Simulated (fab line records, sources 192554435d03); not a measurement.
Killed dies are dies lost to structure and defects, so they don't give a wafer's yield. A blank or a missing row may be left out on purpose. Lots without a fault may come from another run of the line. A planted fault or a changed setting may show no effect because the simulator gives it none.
Chamber matching | flow n5_finfet | N5_BEOL_M11_ILD_DEP_00 on pecvd-02: 3 sister chambers
The step deposits SiCOH lowk from DEMS/porogen, target thk 308.51 nm, time 58 s. 6 wafers are shown with their chamber, then 10 later ones without.

WAFERS WITH THEIR CHAMBER
wafer  | chamber | heater_power_w (W) | throttle_valve_pct (%)
L089.2 | 0       | 414                | 14.7
L089.4 | 1       | 270                | 14.5
L089.5 | 2       | 358                | 13.9
L089.6 | 0       | 421                | 15.0
L088.1 | 2       | 372                | 14.0
L088.5 | 1       | 308                | 14.7

WAFERS WITHOUT THEIR CHAMBER
wafer  | heater_power_w (W) | throttle_valve_pct (%)
L088.6 | 370                | 13.9
L096.1 | 348                | 13.9
L096.2 | 465                | 14.7
L096.3 | 359                | 13.5
L096.4 | 381                | 15.0
L096.5 | 360                | 13.9
L096.6 | 396                | 15.1
L097.1 | 300                | 14.3
L097.4 | 378                | 13.9
L097.5 | 304                | 14.8

WHICH CHAMBER EACH WENT THROUGH
wafer  | from the rows above | in truth
L088.6 | 2                   | 2
L096.1 | 2                   | 2
L096.2 | 0                   | 0
L096.3 | 2                   | 2
L096.4 | 0                   | 0
L096.5 | 2                   | 2
L096.6 | 0                   | 0
L097.1 | 1                   | 1
L097.4 | 2                   | 2
L097.5 | 1                   | 1
Placed correctly: 10 of 10. Can't be placed from these rows: 0. Placed wrongly: 0.
How it was worked out, from the rows above alone: a wafer's distance from a chamber is the root of the sum, over the readings, of the square of ((its reading less the chamber's mean) divided by the reading's scatter). The wafer belongs to the nearest chamber; if the next one is less than 2 further off, it can't be placed. A chamber's mean is the mean of its shown wafers. The scatter: the root of (the sum of the squares of (reading less its chamber's mean) over the shown wafers, divided by (wafers less chambers)).
